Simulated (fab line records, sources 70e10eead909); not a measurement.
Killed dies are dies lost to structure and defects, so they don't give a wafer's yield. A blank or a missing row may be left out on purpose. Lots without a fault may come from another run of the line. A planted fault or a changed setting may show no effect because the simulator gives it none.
Problem report in the 8D (eight disciplines) form, filled by code | flow nand_harc | the parts of the form that need people (team, actions taken, sign-off) are left out

1. THE PROBLEM
killed_at_other at NHARC_END_SORT_01 reads a mean of 630.3 on 3 wafers of 2 lots; wafers without a fault read 1.0 with a standard deviation of 1.2. That is +99 or more standard deviations from the usual mean.
First seen on wafer L510.1, day 29 15:25, on prober-02. The record holds 39 wafers of 13 lots with a number at this step. Rule for "out", or "out of limits": more than 4 standard deviations from the usual mean. The other wafers with a number count as sound.

2. WHAT IT IS AND WHAT IT IS NOT
question                    | is                                                                                                                  | is not
which readings at this step | killed_at_other, defect_limited_yield, killed_dies, sort_bin_2_pct, sort_n_pass, sort_rim_yield_pct, sort_yield_pct | killed_at_array, killed_at_periphery, killed_open, killed_short, sort_bin_3_pct
which lots                  | L510, L514                                                                                                          | L498, L500, L501, L502, L503, L505, L506, L511, L519, L520, L521
which wafers of those lots  | L510.1, L510.2, L514.3                                                                                              | L510.4, L514.4, L514.6
read on which gauges        | prober-02                                                                                                           | prober-01
when                        | from day 29 15:25                                                                                                   | up to then (21 sound wafers); but 15 sound wafers of L510, L511, L514, L519, L520, L521 came after

3. SUSPECTS, AND WHAT RULES EACH OUT
Counting: a tool at a process step up to the reading stays a suspect if it ran every lot that is out. Sound lots after the first of them don't rule it out here, since some wafers of a struck lot are sound.
- the gauge at NHARC_END_SORT_01: kept. All the wafers that are out were read on prober-02, and no step on other tools shows them out.
- pecvd-01 at NHARC_THIN_TSV_DEP_43 (deposits SiO2, target thk 1328.5 nm): kept. It ran every lot that is out, first L510 (day 28 22:59); its last sound lot up to then is L501 (day 24 21:46).
- pvd_sputter-01 at NHARC_THIN_TSV_PRE_CLEAN_54 (time 30 s): kept. It ran every lot that is out, first L510 (day 29 04:50); its last sound lot up to then is L506 (day 27 01:46).
Left after counting: pecvd-01 at NHARC_THIN_TSV_DEP_43, pvd_sputter-01 at NHARC_THIN_TSV_PRE_CLEAN_54, prober-02 at NHARC_END_SORT_01.

4. THE CAUSE (what the simulator had put in)
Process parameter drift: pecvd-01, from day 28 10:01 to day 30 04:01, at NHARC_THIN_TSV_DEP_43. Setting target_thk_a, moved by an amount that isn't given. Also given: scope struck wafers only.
Counting left 3 suspects, and this tool is among them.

5. THE CHAIN OF EFFECTS, in route order
Each row: a reading whose mean over the struck wafers that have a number lies more than 3 standard deviations from the usual. Only readings for which the record gives a usual standard deviation are gone through. hours: the time from each lot's start at the first step in this table that gives one to its start at this step, as a median over the lots. sigmas: the change in usual standard deviations.
hours | step              | reading              | usual | on struck wafers | change | sigmas
0     | NHARC_END_SORT_01 | defect_limited_yield | 91 %  | 0                | -91    | -30
0     | NHARC_END_SORT_01 | killed_at_other      | 1.0   | 630.3            | +629.3 | +99 or more
0     | NHARC_END_SORT_01 | killed_dies          | 58    | 677              | +619   | +31
0     | NHARC_END_SORT_01 | sort_bin_2_pct       | 3.1 % | 95.1             | +92.0  | +66
0     | NHARC_END_SORT_01 | sort_n_pass          | 619   | 0                | -619   | -31
0     | NHARC_END_SORT_01 | sort_rim_yield_pct   | 91 %  | 0                | -91    | -21
0     | NHARC_END_SORT_01 | sort_yield_pct       | 91 %  | 0                | -91    | -30

6. WHAT WOULD HAVE CAUGHT IT SOONER
In this record the first reading out of limits at a measuring or inspecting step was taken at day 29 15:25, 29 hours after the fault began at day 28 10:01.
Of the tool readings at NHARC_THIN_TSV_DEP_43 for which the record gives a usual standard deviation, none was out on any struck wafer, so an alarm limit of 4 standard deviations on them would not have fired.
Of the lots that are out (2), L514 began NHARC_THIN_TSV_DEP_43 on pecvd-01 after day 29 15:25. A hold on the tool at that time would have spared it.
